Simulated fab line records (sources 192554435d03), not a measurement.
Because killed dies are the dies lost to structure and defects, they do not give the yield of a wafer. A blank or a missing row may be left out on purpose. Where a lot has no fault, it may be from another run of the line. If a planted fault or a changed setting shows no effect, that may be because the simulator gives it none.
Matching of chambers ; flow n5Finfet ; N5_BEOL_M1_ETCH_64 on rieDiel-03 has 4 sister chambers
The step etches SOC in N2/H2, target depth 75 nm, overetch 15 nm, time 112.5 s. 16 wafers are shown with their chamber, then 8 later ones without.

## WAFERS WITH THEIR CHAMBER
wafer;chamber;showerheadPlenumPTorr (Torr);drypumpMotorCurrentA (A);throttleValvePct (%)
L075.2;0;2.43;6.4;17.7
L075.3;3;2.51;6.4;18.1
L075.5;2;2.57;6.2;17.5
L076.3;0;2.43;6.4;17.7
L076.5;2;2.57;6.2;17.5
L076.6;3;2.51;6.5;18.1
L078.2;3;2.51;6.5;18.1
L078.5;0;2.42;6.4;17.7
L078.6;2;2.57;6.2;17.5
L086.4;3;2.50;6.5;18.1
L086.5;0;2.42;6.4;17.7
L086.6;1;2.62;5.8;17.9
L089.1;1;2.62;5.8;17.8
L089.2;3;2.50;6.5;18.1
L089.3;0;2.41;6.4;17.8
L092.3;1;2.62;5.7;17.9

SIGNATURES (means of the wafers above)
reading;chamber 0;chamber 1;chamber 2;chamber 3;scatter within a chamber
showerheadPlenumPTorr;2.4220;2.6200;2.5700;2.5060;0.00577
drypumpMotorCurrentA;6.400;5.767;6.200;6.480;0.035
throttleValvePct;17.720;17.867;17.500;18.100;0.035
Rule: distance of a wafer from a chamber = root of the sum over the readings of ((wafer's reading minus chamber's mean) / reading's scatter) squared. The wafer belongs to the nearest chamber; if the next one is less than 2 further off, it can't be placed. The scatter: take each reading less its chamber's mean, square it, sum over the shown wafers, divide by the number of wafers less the number of chambers, and take the root.

## WAFERS MISSING THEIR CHAMBER
wafer;showerheadPlenumPTorr (Torr);drypumpMotorCurrentA (A);throttleValvePct (%)
L092.4;2.41;6.4;17.8
L092.5;2.56;6.2;17.0
L094.1;2.41;6.4;17.8
L094.2;2.62;5.8;17.9
L094.4;2.62;5.8;17.9
L095.1;2.62;5.8;17.9
L095.3;2.56;6.2;17.1
L095.4;2.62;5.8;17.9

## EACH ONE'S CHAMBER
wafer;from the rows above;in truth
L092.4;0;0
L092.5;2;2
L094.1;0;0
L094.2;1;1
L094.4;1;1
L095.1;1;1
L095.3;2;2
L095.4;1;1
Correct placement for 8 of the 8. Left unplaced by these rows: 0. Placed wrongly: 0.
